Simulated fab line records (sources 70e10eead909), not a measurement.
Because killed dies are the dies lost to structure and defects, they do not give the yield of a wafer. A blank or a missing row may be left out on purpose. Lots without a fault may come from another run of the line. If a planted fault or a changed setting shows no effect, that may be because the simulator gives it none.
Chamber matching    flow nand harc    NHARC_P_ZERO_WELL_ETCH_63 on rie si-04 has 4 sister chambers
The step etches the open film in HBr/Cl2, target depth 120 nm, time 40.1 s. 8 wafers are shown with their chamber, then 7 later ones without.

== WAFERS PAIRED WITH THEIR CHAMBERS ==
wafer   chamber  drypump motor current A (A)  oes product au (a.u.)
L738.4  1        5.1                          0.984
L740.4  0        5.8                          1.020
L740.5  2        6.2                          1.026
L741.3  3        6.6                          0.990
L741.5  3        6.5                          0.994
L741.6  0        5.8                          1.003
L749.1  1        5.1                          0.994
L749.3  2        6.2                          1.010

== WAFERS WITH NO CHAMBER GIVEN ==
wafer   drypump motor current A (A)  oes product au (a.u.)
L749.6  5.8                          1.032
L751.2  6.6                          1.015
L751.3  5.8                          1.028
L751.5  5.8                          1.030
L753.1  6.5                          1.023
L753.4  5.8                          1.031
L753.6  5.1                          0.997

== WHICH CHAMBER EACH WENT THROUGH ==
wafer   from the rows above  in truth
L749.6  0                    0
L751.2  3                    3
L751.3  0                    0
L751.5  0                    0
L753.1  3                    3
L753.4  0                    0
L753.6  1                    1
Correctly placed: 7 of 7. Not placeable from these rows: 0. Placed wrongly: 0.
How it was worked out, from the rows above alone: a wafer's distance from a chamber is the root of the sum, over the readings, of the square of ((its reading less the chamber's mean) divided by the reading's scatter). If the next closest chamber is less than 2 further off than the closest, the wafer can't be placed; otherwise it belongs to the closest. For every chamber, the mean is computed from those of its wafers that are shown. How the scatter is found: for the shown wafers, subtract from each reading the mean of its chamber, square and add these, divide the total by (wafers less chambers), then take the root.
